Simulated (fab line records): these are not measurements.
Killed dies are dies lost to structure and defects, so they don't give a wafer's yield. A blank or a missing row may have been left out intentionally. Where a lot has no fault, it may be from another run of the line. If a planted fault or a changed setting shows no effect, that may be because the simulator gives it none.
Matching of chambers + flow nand harc + rie si-01 running NHARC_A_WL_FILL_ETCHBACK_26: 4 sister chambers
The step etches the open film in HBr, target depth 52 nm, time 13.3 s. 16 wafers are shown with their chamber, then 8 later ones without.

EACH WAFER AND ITS CHAMBER
| wafer  | chamber | throttle valve pct (%) | oes product au (a.u.) |
|--------|---------|------------------------|-----------------------|
| L779.2 | 1       | 23.270                 | 1.002                 |
| L779.4 | 2       | 23.268                 | 0.996                 |
| L779.5 | 3       | 23.262                 | 1.002                 |
| L782.2 | 1       | 23.279                 | 0.989                 |
| L782.4 | 0       | 23.267                 | 0.997                 |
| L782.6 | 2       | 23.261                 | 0.998                 |
| L792.2 | 2       | 23.274                 | 0.996                 |
| L792.3 | 3       | 23.248                 | 1.018                 |
| L792.5 | 1       | 23.264                 | 0.994                 |
| L793.2 | 2       | 23.275                 | 0.987                 |
| L793.3 | 3       | 23.263                 | 0.998                 |
| L793.6 | 3       | 23.267                 | 1.009                 |
| L795.2 | 3       | 23.264                 | 1.003                 |
| L795.5 | 2       | 23.270                 | 0.994                 |
| L795.6 | 3       | 23.262                 | 0.992                 |
| L798.2 | 3       | 23.260                 | 1.000                 |

SIGNATURES (averages over the wafers above)
| reading            | chamber 0 | chamber 1 | chamber 2 | chamber 3 | scatter within a chamber |
|--------------------|-----------|-----------|-----------|-----------|--------------------------|
| throttle valve pct | 23.26700  | 23.27100  | 23.26960  | 23.26086  | 0.00619                  |
| oes product au     | 0.99700   | 0.99500   | 0.99420   | 1.00314   | 0.00693                  |
Rule: a wafer lies at a distance from a chamber equal to the root of the sum of squares, over the readings, of (its reading less the chamber's mean, divided by the reading's scatter). The wafer belongs to the nearest chamber; if the next one is less than 2 further off, it can't be placed. The scatter is the square root of a quotient: the sum, over the shown wafers, of each reading's squared deviation from its chamber's mean, divided by wafers minus chambers.

WAFERS WHOSE CHAMBER IS MISSING
| wafer  | throttle valve pct (%) | oes product au (a.u.) |
|--------|------------------------|-----------------------|
| L798.3 | 23.274                 | 1.010                 |
| L798.6 | 23.268                 | 1.004                 |
| L799.2 | 23.257                 | 1.004                 |
| L799.3 | 23.264                 | 1.018                 |
| L799.5 | 23.275                 | 0.992                 |
| L800.3 | 23.266                 | 0.999                 |
| L800.5 | 23.274                 | 0.985                 |
| L800.6 | 23.258                 | 0.992                 |

EACH ONE'S CHAMBER
| wafer  | from the rows above               | in truth |
|--------|-----------------------------------|----------|
| L798.3 | can't be placed: 0 or 1 or 3 or 2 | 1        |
| L798.6 | can't be placed: 0 or 3 or 1 or 2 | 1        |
| L799.2 | can't be placed: 3 or 0 or 2 or 1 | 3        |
| L799.3 | can't be placed: 3 or 0 or 1 or 2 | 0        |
| L799.5 | can't be placed: 1 or 2 or 0      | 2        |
| L800.3 | can't be placed: 0 or 2 or 1 or 3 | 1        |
| L800.5 | can't be placed: 2 or 1 or 0 or 3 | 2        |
| L800.6 | can't be placed: 0 or 3 or 2 or 1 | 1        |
Correct placement for 0 of the 8. From these rows, 8 cannot be placed; in 8 the true chamber is one of the candidates. 0 placed wrongly.
